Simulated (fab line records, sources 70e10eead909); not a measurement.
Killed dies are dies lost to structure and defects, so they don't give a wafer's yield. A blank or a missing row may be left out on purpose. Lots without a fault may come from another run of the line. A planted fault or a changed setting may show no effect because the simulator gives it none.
Which tool did it? | flow nand_harc | 24 lots, 72 wafers sampled, at 5 steps of a route of 1302

WHAT THE GAUGES READ, wafer by wafer
NHARC_P_M2_INSPECT_27.
lot  | measured     | on                | raw_defect_count
L074 | day 6 16:48  | defect_inspect-01 | 441 777 628
L075 | day 6 19:58  | defect_inspect-02 | 370 303 516
L076 | day 7 07:49  | defect_inspect-02 | 536 503 451
L077 | day 7 19:14  | defect_inspect-02 | 531 442 340
L078 | day 8 06:58  | defect_inspect-01 | 516 238 258
L079 | day 8 12:08  | defect_inspect-01 | 502 236 409
L080 | day 9 05:38  | defect_inspect-02 | 269 429 244
L081 | day 9 16:54  | defect_inspect-02 | 151 184 253
L082 | day 9 21:27  | defect_inspect-01 | 838 566 716
L083 | day 10 14:46 | defect_inspect-02 | 217 363 386
L084 | day 10 19:02 | defect_inspect-02 | 229 255 206
L085 | day 10 22:50 | defect_inspect-02 | 388 325 563
L086 | day 11 10:19 | defect_inspect-02 | 188 287 183
L087 | day 11 21:38 | defect_inspect-01 | 253 187 239
L089 | day 12 16:18 | defect_inspect-02 | 337 435 352
L088 | day 12 18:43 | defect_inspect-02 | 737 465 615
L090 | day 13 12:08 | defect_inspect-02 | 217 400 469
L091 | day 13 14:28 | defect_inspect-01 | 259 132 137
L092 | day 14 00:30 | defect_inspect-02 | 299 249 281
L093 | day 14 09:49 | defect_inspect-02 | 153 223 186
L094 | day 15 01:16 | defect_inspect-02 | 386 228 299
L095 | day 15 05:04 | defect_inspect-02 | 299 198 214
L096 | day 15 18:23 | defect_inspect-02 | 241 272 219
L097 | day 16 04:52 | defect_inspect-01 | 173 191 156

NHARC_A_CHANNEL_FILL_D1_THK_MEAS_06: measures by ellipsometry.
lot  | measured     | on            | thk_nm (nm)
L074 | day 10 07:41 | film_metro-02 | 6.1 5.4 5.6
L075 | day 10 15:32 | film_metro-02 | 3.3 4.0 5.6
L076 | day 11 06:11 | film_metro-01 | 3.6 5.9 5.5
L077 | day 11 18:47 | film_metro-02 | 5.8 5.1 4.3
L078 | day 12 00:40 | film_metro-01 | 4.1 5.2 4.0
L079 | day 12 07:28 | film_metro-02 | 5.1 5.4 4.8
L080 | day 13 02:40 | film_metro-01 | 4.7 4.7 4.4
L081 | day 13 15:16 | film_metro-02 | 3.9 4.2 4.6
L082 | day 13 15:16 | film_metro-01 | 4.3 5.4 4.2
L083 | day 14 11:13 | film_metro-01 | 5.9 5.3 5.2
L084 | day 14 11:13 | film_metro-02 | 5.8 5.2 6.6
L085 | day 14 17:41 | film_metro-01 | 5.3 5.0 6.5
L086 | day 15 06:37 | film_metro-01 | 4.4 6.1 4.9
L087 | day 15 19:06 | film_metro-02 | 5.4 4.1 4.2
L089 | day 16 08:34 | film_metro-02 | 3.6 6.4 5.5
L088 | day 16 15:59 | film_metro-01 | 6.9 3.8 3.3
L090 | day 17 03:58 | film_metro-01 | 5.3 5.6 5.9
L091 | day 17 03:59 | film_metro-01 | 4.1 5.4 4.4
L092 | day 17 18:26 | film_metro-02 | 3.8 5.1 4.5
L093 | day 18 09:35 | film_metro-02 | 3.6 4.9 6.1
L094 | day 19 00:02 | film_metro-02 | 6.0 4.3 6.6
L095 | day 19 06:18 | film_metro-02 | 6.3 5.2 5.7
L096 | day 19 12:35 | film_metro-01 | 5.2 6.3 5.2
L097 | day 19 21:08 | film_metro-01 | 5.6 5.0 5.3

WHICH TOOL RAN EACH LOT (tool, then ch and the chambers of the sampled wafers, then the start)
lot  | NHARC_P_M2_ANNEAL_31             | NHARC_P_BONDPAD_DEP_00                    | NHARC_P_BONDPAD_ETCH_37
L074 | rtp_anneal-02 ch 0, day 6 15:59  | pecvd-04 ch 0,2, day 6 18:52 or earlier   | rie_diel-11 ch 0,2, day 6 18:52
L075 | rtp_anneal-02 ch 0, day 6 19:08  | pecvd-04 ch 1,2, day 6 20:33              | rie_diel-02 ch 0,3, day 6 22:01
L076 | rtp_anneal-01 ch 0, day 7 07:00  | pecvd-04 ch 0,1,2, day 7 08:23            | rie_diel-12 ch 2,3, day 7 09:53
L077 | rtp_anneal-02 ch 0, day 7 18:23  | pecvd-03 ch 0,2, day 7 21:17 or earlier   | rie_diel-11 ch 0,1, day 7 21:17
L078 | rtp_anneal-01 ch 0, day 8 06:19  | pecvd-01 ch 0,1,2, day 8 09:03 or earlier | rie_diel-02 ch 1,2, day 8 09:03
L079 | rtp_anneal-01 ch 0, day 8 11:26  | pecvd-03 ch 1,2, day 8 14:12 or earlier   | rie_diel-12 ch 1,3, day 8 14:12
L080 | rtp_anneal-01 ch 0, day 9 04:53  | pecvd-03 ch 0,1,2, day 9 06:15            | rie_diel-02 ch 0,3, day 9 07:36
L081 | rtp_anneal-01 ch 0, day 9 14:34  | pecvd-01 ch 1,2, day 9 17:28              | rie_diel-02 ch 0,1,2, day 9 18:52
L082 | rtp_anneal-01 ch 0, day 9 20:41  | pecvd-04 ch 0,1, day 9 22:01              | rie_diel-11 ch 1,3, day 9 23:26
L083 | rtp_anneal-01 ch 0, day 10 14:00 | pecvd-04 ch 0,2, day 10 16:53 or earlier  | rie_diel-02 ch 2,3, day 10 16:53
L084 | rtp_anneal-01 ch 0, day 10 18:13 | pecvd-04 ch 0,1,2, day 10 19:35           | rie_diel-11 ch 0,1,2, day 10 20:59
L085 | rtp_anneal-01 ch 0, day 10 22:01 | pecvd-01 ch 1,2, day 10 23:23             | rie_diel-02 ch 0,1,3, day 11 00:47
L086 | rtp_anneal-01 ch 0, day 11 09:32 | pecvd-04 ch 0,2, day 11 10:55             | rie_diel-12 ch 0,2,3, day 11 12:17
L087 | rtp_anneal-02 ch 0, day 11 20:48 | pecvd-04 ch 0,2, day 11 22:14             | rie_diel-02 ch 0,1,3, day 11 23:35
L089 | rtp_anneal-02 ch 0, day 12 15:32 | pecvd-01 ch 0,2, day 12 16:54             | rie_diel-02 ch 0,2,3, day 12 18:16
L088 | rtp_anneal-01 ch 0, day 12 17:59 | pecvd-01 ch 0,2, day 12 19:16             | rie_diel-02 ch 0,1,2, day 12 20:48
L090 | rtp_anneal-01 ch 0, day 13 11:19 | pecvd-01 ch 0,1,2, day 13 12:41           | rie_diel-12 ch 0,2,3, day 13 14:13
L091 | rtp_anneal-01 ch 0, day 13 13:42 | pecvd-01 ch 0,1,2, day 13 15:01           | rie_diel-12 ch 0,1,3, day 13 16:32
L092 | rtp_anneal-01 ch 0, day 13 23:41 | pecvd-03 ch 0,2, day 14 01:04             | rie_diel-12 ch 1,2,3, day 14 02:35
L093 | rtp_anneal-01 ch 0, day 14 09:06 | pecvd-04 ch 0,2, day 14 10:43             | rie_diel-12 ch 0,3, day 14 12:07
L094 | rtp_anneal-01 ch 0, day 15 00:27 | pecvd-01 ch 0,1,2, day 15 01:55           | rie_diel-02 ch 0,2, day 15 03:14
L095 | rtp_anneal-01 ch 0, day 15 04:15 | pecvd-03 ch 1,2, day 15 05:41             | rie_diel-11 ch 1,3, day 15 07:10
L096 | rtp_anneal-02 ch 0, day 15 17:42 | pecvd-04 ch 0,1,2, day 15 19:05           | rie_diel-11 ch 0,1, day 15 20:28
L097 | rtp_anneal-01 ch 0, day 16 03:44 | pecvd-03 ch 0,2, day 16 05:26             | rie_diel-02 ch 1,2,3, day 16 06:58
- NHARC_P_M2_ANNEAL_31: time 90 s.
- NHARC_P_BONDPAD_DEP_00: deposits SiCN, target thk 250 nm.
- NHARC_P_BONDPAD_ETCH_37: etches the open film in N2/H2, target depth 60 nm, overetch 18 nm, time 65.91 s.

WHAT THE TOOLS THEMSELVES READ (means of the sampled wafers that have a number; where no wafer has one, the mark that the record gives instead)
NHARC_P_M2_ANNEAL_31.
lot  | tool          | wafer_temp_C_max
L074 | rtp_anneal-02 | 226.0
L075 | rtp_anneal-02 | 225.8
L076 | rtp_anneal-01 | 227.0
L077 | rtp_anneal-02 | 225.9
L078 | rtp_anneal-01 | 227.0
L079 | rtp_anneal-01 | 226.9
L080 | rtp_anneal-01 | 227.2
L081 | rtp_anneal-01 | 227.3
L082 | rtp_anneal-01 | 227.0
L083 | rtp_anneal-01 | 227.4
L084 | rtp_anneal-01 | 226.8
L085 | rtp_anneal-01 | 226.8
L086 | rtp_anneal-01 | 227.1
L087 | rtp_anneal-02 | 226.0
L089 | rtp_anneal-02 | 226.0
L088 | rtp_anneal-01 | 226.8
L090 | rtp_anneal-01 | 226.8
L091 | rtp_anneal-01 | 226.5
L092 | rtp_anneal-01 | 226.5
L093 | rtp_anneal-01 | 227.0
L094 | rtp_anneal-01 | 226.5
L095 | rtp_anneal-01 | 227.1
L096 | rtp_anneal-02 | 225.8
L097 | rtp_anneal-01 | 227.0

NHARC_P_BONDPAD_DEP_00.
lot  | tool     | chamber_pressure_Torr (Torr) | heater_power_w (W)
L074 | pecvd-04 | 3.005                        | 598
L075 | pecvd-04 | 2.997                        | 659
L076 | pecvd-04 | 2.998                        | 666
L077 | pecvd-03 | 2.998                        | 622
L078 | pecvd-01 | 3.002                        | 550
L079 | pecvd-03 | 3.003                        | 643
L080 | pecvd-03 | 3.006                        | 637
L081 | pecvd-01 | 2.999                        | 528
L082 | pecvd-04 | 3.005                        | 646
L083 | pecvd-04 | 2.995                        | 622
L084 | pecvd-04 | 2.994                        | 659
L085 | pecvd-01 | 3.005                        | 536
L086 | pecvd-04 | 2.999                        | 663
L087 | pecvd-04 | 3.000                        | 606
L089 | pecvd-01 | 3.006                        | 542
L088 | pecvd-01 | 2.997                        | 541
L090 | pecvd-01 | 2.997                        | 516
L091 | pecvd-01 | 2.999                        | 537
L092 | pecvd-03 | 3.002                        | 639
L093 | pecvd-04 | 2.998                        | 596
L094 | pecvd-01 | 3.002                        | 543
L095 | pecvd-03 | 2.997                        | 634
L096 | pecvd-04 | 3.000                        | 610
L097 | pecvd-03 | 2.996                        | 600

NHARC_P_BONDPAD_ETCH_37.
lot  | tool        | drypump_motor_current_A (A) | oes_product_au (a.u.) | rf_vpp_V (V) | showerhead_plenum_p_Torr (Torr) | throttle_valve_pct (%)
L074 | rie_diel-11 | 6.5                         | 1.036                 | 432.7        | 2.15                            | 14.173
L075 | rie_diel-02 | 5.8                         | 1.000                 | 430.8        | 2.06                            | 14.166
L076 | rie_diel-12 | 5.4                         | 0.988                 | 430.9        | 2.05                            | 14.173
L077 | rie_diel-11 | 6.3                         | 1.008                 | 430.0        | 2.02                            | 14.177
L078 | rie_diel-02 | 6.1                         | 1.010                 | 428.3        | 1.93                            | 14.179
L079 | rie_diel-12 | 5.3                         | 1.005                 | 432.1        | 2.07                            | 14.171
L080 | rie_diel-02 | 5.9                         | 0.988                 | 430.7        | 2.04                            | 14.166
L081 | rie_diel-02 | 6.0                         | 1.007                 | 428.6        | 1.96                            | 14.170
L082 | rie_diel-11 | 5.8                         | 0.996                 | 430.8        | 2.04                            | 14.182
L083 | rie_diel-02 | 6.1                         | 1.010                 | 429.5        | 1.98                            | 14.173
L084 | rie_diel-11 | 6.3                         | 1.014                 | 431.8        | 2.10                            | 14.181
L085 | rie_diel-02 | 5.8                         | 1.000                 | 429.1        | 2.01                            | 14.175
L086 | rie_diel-12 | 5.5                         | 0.992                 | 430.0        | 2.04                            | 14.171
L087 | rie_diel-02 | 5.8                         | 0.998                 | 430.6        | 2.01                            | 14.174
L089 | rie_diel-02 | 6.0                         | 0.999                 | 429.6        | 2.01                            | 14.173
L088 | rie_diel-02 | 6.0                         | 1.001                 | 427.4        | 1.96                            | 14.175
L090 | rie_diel-12 | 5.5                         | 0.988                 | 430.1        | 2.04                            | 14.177
L091 | rie_diel-12 | 5.6                         | 0.996                 | 430.2        | 2.03                            | 14.177
L092 | rie_diel-12 | 5.5                         | 0.999                 | 431.2        | 2.04                            | 14.175
L093 | rie_diel-12 | 5.4                         | 0.975                 | 430.1        | 2.07                            | 14.181
L094 | rie_diel-02 | 6.1                         | 1.003                 | 428.4        | 1.98                            | 14.167
L095 | rie_diel-11 | 5.8                         | 0.995                 | 430.9        | 2.03                            | 14.171
L096 | rie_diel-11 | 6.5                         | 0.992                 | 431.0        | 2.06                            | 14.171
L097 | rie_diel-02 | 5.9                         | 0.998                 | 429.0        | 1.99                            | 14.169

THE ANSWER, worked out from the rows above alone
Rule: what is usual is taken from the lots themselves. Put in order of their means at a reading, lots are off if they are a third of the lots or fewer, leave a main group of 4 or more, and stand apart from it by a gap of 3 or more times the standard deviation of the main group's means; of several such gaps the widest counts. A main group whose means are all the same, to the digits that the tables above print for the reading, isn't used. A lot without any number at a reading at which 4 lots or more have one is off too. The other lots that the step has rows for count as sound. The gauges are gone through in route order, then the tools' own readings, and for those a lot's mean is taken as printed above. The first step at which some lot is off is used, and at that step the reading that is off furthest; a lot without a number counts as furthest.
No lot is off at any reading shown: from this, nothing can be told.

WHAT THE SIMULATOR HAD PUT IN
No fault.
